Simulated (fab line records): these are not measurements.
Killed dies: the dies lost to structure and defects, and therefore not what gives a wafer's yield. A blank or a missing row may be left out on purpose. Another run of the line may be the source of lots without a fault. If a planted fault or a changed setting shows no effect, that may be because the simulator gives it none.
A single fault, viewed from 2 desks | flow nand_harc | what lay behind the numbers comes last; until then each desk has only its own

## FOR THE TOOL OWNER'S DESK: cvd_w-02
The tool's own readings at NHARC_A_CONTACT_CVD_19 (deposits W, target thk 300 nm, time 802 s): means of the sampled wafers that have a number, for each lot that ran on this tool. Marked OUT: a lot whose mean sits more than 4 standard deviations from the usual mean, which makes it out of limits; the brackets give that distance.
Columns: A = heater_power_w at NHARC_A_CONTACT_CVD_19, usual 480 W; B = mfc_ar_sccm at NHARC_A_CONTACT_CVD_19, usual 1561 sccm; C = throttle_valve_pct at NHARC_A_CONTACT_CVD_19, usual 8.0 %
lot  | first seen here | A   | B    | C
L144 | day 22 11:09    | 463 | 1563 | 8.3
L149 | day 24 05:05    | 473 | 1564 | 8.4
L148 | day 24 05:35    | 453 | 1571 | 8.3
L158 | day 28 00:59    | 453 | 1559 | 8.3
L160 | day 29 20:43    | 446 | 1568 | 8.3
L162 | day 30 02:36    | 455 | 1557 | 8.3
L161 | day 30 07:35    | 453 | 1564 | 8.2
L163 | day 30 11:25    | 452 | 1561 | 8.3
L166 | day 31 22:01    | 455 | 1560 | 8.2
This desk's finding: nothing out of limits on any of the 9 lots.

## THE DEFECT DESK
Counts from the inspections along the route, per lot, as means over the sampled wafers that have a number. Marked OUT: a lot whose mean sits more than 4 standard deviations from the usual mean, which makes it out of limits; the brackets give that distance.
Columns: A = raw_defect_count at NHARC_A_CONTACT_INSPECT_10, usual 84
lot  | first seen here | A
L144 | day 22 05:48    | 61
L145 | day 22 23:42    | 59
L147 | day 23 10:23    | 119
L149 | day 23 23:55    | 105
L148 | day 24 00:52    | 66
L158 | day 27 20:20    | 83
L160 | day 29 15:59    | 149
L162 | day 29 22:12    | 23
L161 | day 30 03:11    | 140
L163 | day 30 06:48    | 79
L166 | day 31 17:21    | 20
This desk's finding: nothing out of limits on any of the 11 lots.

## PUT TOGETHER
Nothing out of limits was seen by the tool owner's desk.
Nothing the defect desk looked at was out of limits.

## WHAT THE SIMULATOR HAD PUT IN
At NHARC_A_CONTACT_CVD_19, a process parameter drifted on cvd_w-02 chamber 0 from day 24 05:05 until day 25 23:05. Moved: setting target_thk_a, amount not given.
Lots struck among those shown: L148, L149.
